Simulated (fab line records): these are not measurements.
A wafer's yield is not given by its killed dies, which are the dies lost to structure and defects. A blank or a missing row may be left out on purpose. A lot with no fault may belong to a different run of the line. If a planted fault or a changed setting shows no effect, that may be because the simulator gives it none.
Chamber matching ; flow nand_harc ; pecvd-02 running NHARC_A_ONON_D1_DEP_33: 3 sister chambers
The step deposits SiO2, target thk 200 nm. 6 wafers are shown with their chamber, then 7 later ones without.

EACH WAFER AND ITS CHAMBER
wafer;chamber;heater_power_w (W);throttle_valve_pct (%)
L514.5;0;438;15.5
L519.2;2;601;16.0
L519.3;1;592;15.9
L519.4;1;445;15.7
L522.1;0;441;15.5
L522.4;2;658;16.3

WAFERS WHOSE CHAMBER IS MISSING
wafer;heater_power_w (W);throttle_valve_pct (%)
L522.6;478;16.0
L525.1;663;15.9
L525.3;485;15.9
L525.5;712;16.1
L529.1;501;16.2
L529.3;730;16.0
L529.4;366;15.6

THE CHAMBER EACH PASSED THROUGH
wafer;from the rows above;in truth
L522.6;can't be placed: 1 or 2 or 0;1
L525.1;can't be placed: 2 or 1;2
L525.3;can't be placed: 1 or 0 or 2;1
L525.5;2;2
L529.1;can't be placed: 2 or 1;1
L529.3;can't be placed: 2 or 1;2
L529.4;can't be placed: 0 or 1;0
Correctly placed: 1 of 7. Can't be placed from these rows: 6 (the true chamber is among the candidates in 6). Number placed wrongly: 0.
How it was worked out, from the rows above alone: a wafer's distance from a chamber is the root of the sum, over the readings, of the square of ((its reading less the chamber's mean) divided by the reading's scatter). If the next closest chamber is less than 2 further off than the closest, the wafer can't be placed; otherwise it belongs to the closest. A chamber's mean is the mean of its shown wafers. How the scatter is found: for the shown wafers, subtract from each reading the mean of its chamber, square and add these, divide the total by (wafers less chambers), then take the root.
